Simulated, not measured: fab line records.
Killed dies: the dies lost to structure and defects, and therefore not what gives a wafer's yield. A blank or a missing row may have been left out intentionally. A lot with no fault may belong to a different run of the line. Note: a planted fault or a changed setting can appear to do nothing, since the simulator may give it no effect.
Chamber matching	flow nand harc	NHARC_A_CONTACT_ETCH_91 on rie diel-04: 4 sister chambers
The step etches the open film in CH3F/O2, target depth 40 nm, time 85.7 s. 4 wafers are shown with their chamber, then 12 later ones without.

## WAFERS PAIRED WITH THEIR CHAMBERS
wafer	chamber	drypump motor current A (A)
L091.4	1	5.1
L090.4	0	6.8
L090.5	2	5.7
L090.6	3	6.2

## WAFERS WHOSE CHAMBER IS MISSING
wafer	drypump motor current A (A)
L092.2	6.3
L092.4	6.3
L092.6	5.7
L095.1	5.7
L095.4	6.2
L095.5	5.7
L096.1	6.8
L096.5	5.7
L096.6	5.1
L097.1	5.1
L097.2	6.3
L097.6	5.8

## CHAMBER TAKEN BY EACH
wafer	from the rows above	in truth
L092.2	3	3
L092.4	3	3
L092.6	2	2
L095.1	2	2
L095.4	3	3
L095.5	2	2
L096.1	0	0
L096.5	2	2
L096.6	1	1
L097.1	1	1
L097.2	3	3
L097.6	2	2
Correct placement for 12 of the 12. Not placeable from these rows: 0. Placed wrongly: 0.
How it was worked out, from the rows above alone: a wafer's distance from a chamber is the root of the sum, over the readings, of the square of ((its reading less the chamber's mean) divided by the reading's scatter). The wafer belongs to the nearest chamber; if the next one is less than 2 further off, it can't be placed. Each chamber's mean is taken over the wafers shown for it. The scatter: root of mean squared gap, hidden wafer to nearest shown wafer, with one shown wafer a chamber.
